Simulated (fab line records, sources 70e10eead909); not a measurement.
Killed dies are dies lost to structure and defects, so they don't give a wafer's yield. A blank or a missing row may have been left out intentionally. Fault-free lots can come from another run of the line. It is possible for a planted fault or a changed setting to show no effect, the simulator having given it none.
Which tool did it? | flow nand_harc | Sampling: 12 lots, 36 wafers, 6 of 1302 route steps

## WHAT EACH GAUGE READ, for each wafer
NHARC_A_ONON_D1_INSPECT_32.
lot  | measured     | on                | raw_defect_count
L503 | day 8 14:05  | defect_inspect-01 | 29 49 36
L502 | day 8 14:05  | defect_inspect-02 | 87 59 63
L504 | day 9 08:34  | defect_inspect-01 | 112 113 99
L507 | day 10 13:49 | defect_inspect-02 | 57 70 72
L509 | day 11 10:46 | defect_inspect-01 | 82 105 53
L516 | day 14 08:00 | defect_inspect-02 | 43 67 44
L517 | day 14 08:11 | defect_inspect-02 | 92 67 96
L518 | day 14 23:40 | defect_inspect-02 | 92 72 46
L521 | day 15 20:46 | defect_inspect-02 | 49 48 90
L520 | day 15 20:47 | defect_inspect-01 | 73 43 35
L522 | day 16 19:30 | defect_inspect-02 | 49 44 34
L525 | day 18 01:19 | defect_inspect-02 | 53 83 88

NHARC_A_CHANNEL_HOLE_D1_CD_MEAS_10: the cd target is 100 nm.
lot  | measured     | on        | cd_nm (nm)
L503 | day 8 18:43  | cd_sem-01 | 100.1 98.8 99.5
L502 | day 8 18:54  | cd_sem-01 | 99.7 99.8 100.3
L504 | day 9 14:13  | cd_sem-03 | 96.1 96.6 96.3
L507 | day 10 16:25 | cd_sem-03 | 96.4 96.7 95.8
L509 | day 11 16:23 | cd_sem-03 | 100.1 99.9 100.3
L516 | day 14 13:41 | cd_sem-02 | 99.0 99.7 98.9
L517 | day 14 13:57 | cd_sem-03 | 100.7 99.5 99.8
L518 | day 15 03:13 | cd_sem-01 | 99.6 99.8 100.1
L521 | day 16 02:04 | cd_sem-03 | 98.5 99.9 100.1
L520 | day 16 02:23 | cd_sem-01 | 99.7 99.2 99.1
L522 | day 17 00:32 | cd_sem-03 | 99.3 99.0 100.3
L525 | day 18 06:52 | cd_sem-03 | 100.7 99.5 99.3

NHARC_A_CHANNEL_HOLE_D1_OVL_MEAS_11.
lot  | measured     | on         | overlay_x_nm (nm) | overlay_y_nm (nm)
L503 | day 8 18:47  | overlay-01 | 1.0 0.8 0.5       | 0.7 0.3 0.5
L502 | day 8 18:59  | overlay-02 | -0.2 -0.8 0.0     | -0.5 -0.7 -0.3
L504 | day 9 14:19  | overlay-01 | 0.2 0.9 0.5       | -1.2 -1.1 -1.2
L507 | day 10 16:30 | overlay-01 | 1.2 1.7 1.2       | 0.3 -0.1 -0.3
L509 | day 11 16:28 | overlay-02 | 0.8 0.7 0.5       | 0.7 1.5 0.6
L516 | day 14 13:46 | overlay-01 | 1.3 1.3 1.2       | -0.4 0.2 0.2
L517 | day 14 14:02 | overlay-01 | -0.4 0.2 0.1      | -0.4 -1.3 -0.6
L518 | day 15 03:18 | overlay-01 | -0.1 0.0 -0.1     | 0.0 -0.3 0.1
L521 | day 16 02:10 | overlay-01 | -0.8 -0.1 -0.2    | -0.1 -0.4 -0.2
L520 | day 16 02:29 | overlay-02 | 0.9 1.3 1.3       | 1.5 0.9 0.9
L522 | day 17 00:37 | overlay-01 | -0.5 -0.9 0.2     | -0.5 -0.8 -0.2
L525 | day 18 06:57 | overlay-01 | 0.5 0.9 0.4       | -0.7 0.1 -0.3

NHARC_A_CHANNEL_HOLE_D1_CD_MEAS_30.
lot  | measured     | on        | cd_nm (nm)
L503 | day 9 01:36  | cd_sem-02 | 92.3 90.0 88.8
L502 | day 9 01:49  | cd_sem-01 | 90.6 88.5 90.0
L504 | day 9 21:19  | cd_sem-02 | 85.6 87.1 84.9
L507 | day 11 03:38 | cd_sem-02 | 86.3 87.2 85.3
L509 | day 11 23:16 | cd_sem-02 | 90.8 89.5 89.5
L516 | day 14 22:01 | cd_sem-02 | 89.8 88.5 89.3
L517 | day 14 23:14 | cd_sem-03 | 89.0 90.4 89.3
L518 | day 15 10:06 | cd_sem-02 | 89.5 87.9 89.9
L521 | day 16 08:59 | cd_sem-02 | 87.7 88.2 89.8
L520 | day 16 10:28 | cd_sem-02 | 88.7 88.6 87.5
L522 | day 17 15:32 | cd_sem-03 | 87.2 88.1 88.5
L525 | day 18 16:23 | cd_sem-02 | 91.6 91.5 88.0

## TOOL THAT RAN EACH LOT (tool first, then ch and the chambers of the sampled wafers, then the start)
lot  | NHARC_A_CHANNEL_HOLE_D1_PEB_08    | NHARC_A_CHANNEL_HOLE_D1_ETCH_20
L503 | litho_track-06 ch 0, day 8 18:38  | har_etch-01 ch 0,1, day 8 20:17
L502 | litho_track-04 ch 0, day 8 18:49  | har_etch-02 ch 0,1, day 8 20:23
L504 | litho_track-06 ch 0, day 9 14:08  | har_etch-01 ch 0,1, day 9 15:45
L507 | litho_track-06 ch 0, day 10 16:20 | har_etch-02 ch 0, day 10 18:23
L509 | litho_track-04 ch 0, day 11 16:18 | har_etch-02 ch 0,1, day 11 17:52
L516 | litho_track-06 ch 0, day 14 13:36 | har_etch-01 ch 0,1, day 14 16:36
L517 | litho_track-04 ch 0, day 14 13:52 | har_etch-02 ch 0,1, day 14 17:40
L518 | litho_track-06 ch 0, day 15 03:08 | har_etch-01 ch 0,1, day 15 04:41
L521 | litho_track-06 ch 0, day 16 01:59 | har_etch-02 ch 0,1, day 16 03:39
L520 | litho_track-06 ch 0, day 16 02:19 | har_etch-01 ch 0,1, day 16 05:08
L522 | litho_track-06 ch 0, day 17 00:27 | har_etch-02 ch 0,1, day 17 10:07
L525 | litho_track-01 ch 0, day 18 06:47 | har_etch-02 ch 0,1, day 18 10:57
- NHARC_A_CHANNEL_HOLE_D1_PEB_08: peb time 65 s.
- NHARC_A_CHANNEL_HOLE_D1_ETCH_20: etches the open film in C4F8/O2/Ar, time 361.9 s, target depth 1600 nm.

## AS READ BY THE TOOLS THEMSELVES (means over the sampled wafers that have a number; for cases with no such wafer, the mark the record gives instead)
NHARC_A_CHANNEL_HOLE_D1_PEB_08.
lot  | tool           | heater_power_total_W (W) | plate_temp_C (C)
L503 | litho_track-06 | 157.0                    | 100.07
L502 | litho_track-04 | 156.8                    | 100.04
L504 | litho_track-06 | 154.0                    | 98.90
L507 | litho_track-06 | 154.2                    | 98.70
L509 | litho_track-04 | 156.8                    | 99.72
L516 | litho_track-06 | 156.6                    | 100.16
L517 | litho_track-04 | 156.7                    | 99.92
L518 | litho_track-06 | 156.4                    | 100.08
L521 | litho_track-06 | 156.9                    | 99.95
L520 | litho_track-06 | 156.5                    | 100.01
L522 | litho_track-06 | 156.6                    | 100.14
L525 | litho_track-01 | 156.5                    | 100.12

NHARC_A_CHANNEL_HOLE_D1_ETCH_20.
lot  | tool        | drypump_motor_current_A (A) | oes_air_line_au (a.u.) | showerhead_plenum_p_Torr (Torr) | throttle_valve_pct (%)
L503 | har_etch-01 | 6.1                         | 0.995                  | 3.73                            | 32.159
L502 | har_etch-02 | 6.5                         | 0.999                  | 3.68                            | 32.160
L504 | har_etch-01 | 6.1                         | 0.993                  | 3.73                            | 32.153
L507 | har_etch-02 | 5.9                         | 0.992                  | 3.50                            | 32.160
L509 | har_etch-02 | 6.5                         | 0.992                  | 3.66                            | 32.153
L516 | har_etch-01 | 6.1                         | 1.007                  | 3.69                            | 32.154
L517 | har_etch-02 | 6.2                         | 1.013                  | 3.55                            | 32.147
L518 | har_etch-01 | 6.1                         | 0.994                  | 3.68                            | 32.156
L521 | har_etch-02 | 6.1                         | 1.021                  | 3.54                            | 32.159
L520 | har_etch-01 | 6.1                         | 1.005                  | 3.68                            | 32.164
L522 | har_etch-02 | 6.5                         | 1.012                  | 3.78                            | 32.147
L525 | har_etch-02 | 6.5                         | 1.000                  | 3.77                            | 32.151

## THE ANSWER, worked out from the rows above alone
Rule: the usual values come from the lots themselves. Put in order of their means at a reading, lots are off if they are a third of the lots or fewer, leave a main group of 4 or more, and stand apart from it by a gap of 3 or more times the standard deviation of the main group's means; of several such gaps the widest counts. A main group is skipped when, at the precision printed for the reading in the tables above, its means are all equal. Also off: a lot with no number at a reading for which 4 or more lots have one. All remaining lots with rows at the step are treated as sound. After the gauges, taken in route order, come the tools' own readings; for these a lot's mean is taken, as printed above. At the first step where some lot is off, the reading lying furthest off is the one used; lots without a number count as furthest.
Off: L504, L507, at NHARC_A_CHANNEL_HOLE_D1_CD_MEAS_10 (cd_nm). The main group has a mean of 99.7 nm with a standard deviation of 0.29.
If a tool, at a process step before that reading, ran all the lots that are off and no sound lot after the first of them, it fits. Not tried: the gauges at NHARC_A_CHANNEL_HOLE_D1_CD_MEAS_10; whatever is off there is also off at NHARC_A_CHANNEL_HOLE_D1_PEB_08, on other tools, and gauge error can't account for it. No candidate that was tried fits.

## WHAT THE SIMULATOR PUT IN
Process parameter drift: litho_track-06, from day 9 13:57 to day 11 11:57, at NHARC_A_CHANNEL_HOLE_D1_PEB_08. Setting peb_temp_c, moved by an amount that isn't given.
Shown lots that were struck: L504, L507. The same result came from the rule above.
